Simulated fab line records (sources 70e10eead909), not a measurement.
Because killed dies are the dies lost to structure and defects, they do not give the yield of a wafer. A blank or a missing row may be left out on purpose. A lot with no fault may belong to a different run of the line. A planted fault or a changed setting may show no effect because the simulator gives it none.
Chamber matching	flow nand harc	ald hk-02 running NHARC_A_CHANNEL_FILL_D1_ALD_02: 4 sister chambers
The step deposits SiO2, target thk 6 nm, pulse time 10 s, ald cycles 60. 14 wafers are shown with their chamber, then 7 later ones without.

== WAFERS WITH THEIR CHAMBER ==
wafer	chamber	heater power outer w (W)	heater power w (W)	precursor pulse height rel
L074.1	1	238	439	0.976
L074.5	2	213	378	0.991
L074.6	1	240	446	1.018
L077.1	2	211	373	1.013
L077.4	1	237	445	1.007
L077.6	1	235	444	0.970
L080.4	1	238	448	1.015
L080.5	1	240	450	0.983
L080.6	0	284	481	0.997
L082.1	0	288	504	1.012
L082.2	3	264	469	0.995
L082.5	3	263	471	1.008
L088.1	0	296	503	1.016
L088.2	2	216	380	0.997

SIGNATURES (means of the wafers above)
reading	chamber 0	chamber 1	chamber 2	chamber 3	scatter within a chamber
heater power outer w	289.33	238.00	213.33	263.50	3.25
heater power w	496.00	445.33	377.00	470.00	6.61
precursor pulse height rel	1.00833	0.99483	1.00033	1.00150	0.0166
Rule: for a wafer and a chamber, the distance is found by dividing, reading by reading, the gap between the wafer's reading and the chamber's mean by the reading's scatter, squaring, summing and taking the root. The wafer belongs to the nearest chamber; if the next one is less than 2 further off, it can't be placed. The scatter: the root of (the sum of the squares of (reading less its chamber's mean) over the shown wafers, divided by (wafers less chambers)).

== WAFERS WHOSE CHAMBER IS MISSING ==
wafer	heater power outer w (W)	heater power w (W)	precursor pulse height rel
L088.4	263	460	1.018
L092.1	217	379	1.025
L092.2	266	476	1.007
L092.6	293	494	1.026
L097.1	229	424	0.957
L097.2	288	477	0.997
L097.6	266	467	0.987

== WHICH CHAMBER EACH WENT THROUGH ==
wafer	from the rows above	in truth
L088.4	3	3
L092.1	2	2
L092.2	3	3
L092.6	0	0
L097.1	1	1
L097.2	0	0
L097.6	3	3
Correctly placed: 7 of 7. Left unplaced by these rows: 0. Wrongly placed: 0.
